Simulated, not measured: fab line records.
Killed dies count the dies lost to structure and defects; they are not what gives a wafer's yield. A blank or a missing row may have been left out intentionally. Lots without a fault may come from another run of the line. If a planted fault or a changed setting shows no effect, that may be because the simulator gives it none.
One fault seen from 2 desks + flow nandHarc + what lay behind the numbers comes last; until then each desk has only its own

## METROLOGY DESK
What the gauges read, lot by lot, whatever tool the lot ran on: means of the sampled wafers that have a number. Marked OUT: a lot whose mean sits more than 4 standard deviations from the usual mean, which makes it out of limits; the brackets give that distance.
Columns: A = thkNm at NHARC_A_ONON_D1_THK_MEAS_08, usual 1003 nm
| lot  | first seen here | A              |
|------|-----------------|----------------|
| L379 | day 7 16:31     | 997            |
| L380 | day 8 07:38     | 993            |
| L381 | day 8 21:05     | 1019           |
| L383 | day 9 06:28     | 1022           |
| L382 | day 9 06:50     | 1017           |
| L384 | day 9 15:49     | 1000           |
| L385 | day 10 08:19    | 980            |
| L387 | day 11 00:59    | 987            |
| L386 | day 11 01:11    | 1014           |
| L397 | day 15 03:13    | 884 (-9.9) OUT |
| L398 | day 15 13:07    | 874 (-11) OUT  |
Finding of this desk: L397, L398 out of limits; the first was L397 at day 15 03:13, on thkNm at NHARC_A_ONON_D1_THK_MEAS_08. In limits: L379, L380, L381, L383, L382, L384, L385, L387, L386.

## THE TOOL OWNER'S DESK: pecvdOnon-04
The tool's own readings at NHARC_A_ONON_D1_DEP_06 (target thk 1000 nm): means of the sampled wafers that have a number, for each lot that ran on this tool. Marked OUT: a lot whose mean sits more than 4 standard deviations from the usual mean, which makes it out of limits; the brackets give that distance.
Columns: A = susceptorTempC at NHARC_A_ONON_D1_DEP_06, usual 399.97 C
| lot  | first seen here | A      |
|------|-----------------|--------|
| L381 | day 8 20:35     | 400.22 |
| L387 | day 11 00:39    | 399.90 |
| L397 | day 15 02:46    | 400.20 |
| L398 | day 15 12:37    | 399.75 |
This desk's finding: nothing out of limits on any of the 4 lots.

## BROUGHT TOGETHER
L397, L398 would have let the metrology desk raise an alarm at day 15 03:13.
The tool owner's desk saw nothing out of limits.
On record at the tool owner's desk: L397, L398, within its limits.
On pecvdOnon-04, each named lot ran NHARC_A_ONON_D1_DEP_06.

## WHAT HAD BEEN PUT IN BY THE SIMULATOR
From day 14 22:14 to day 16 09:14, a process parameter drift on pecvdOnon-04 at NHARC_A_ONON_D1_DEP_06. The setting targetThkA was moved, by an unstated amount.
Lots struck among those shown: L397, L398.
Per desk, hours elapsed from the start of the fault to the first reading out of limits: for the metrology desk, 5.
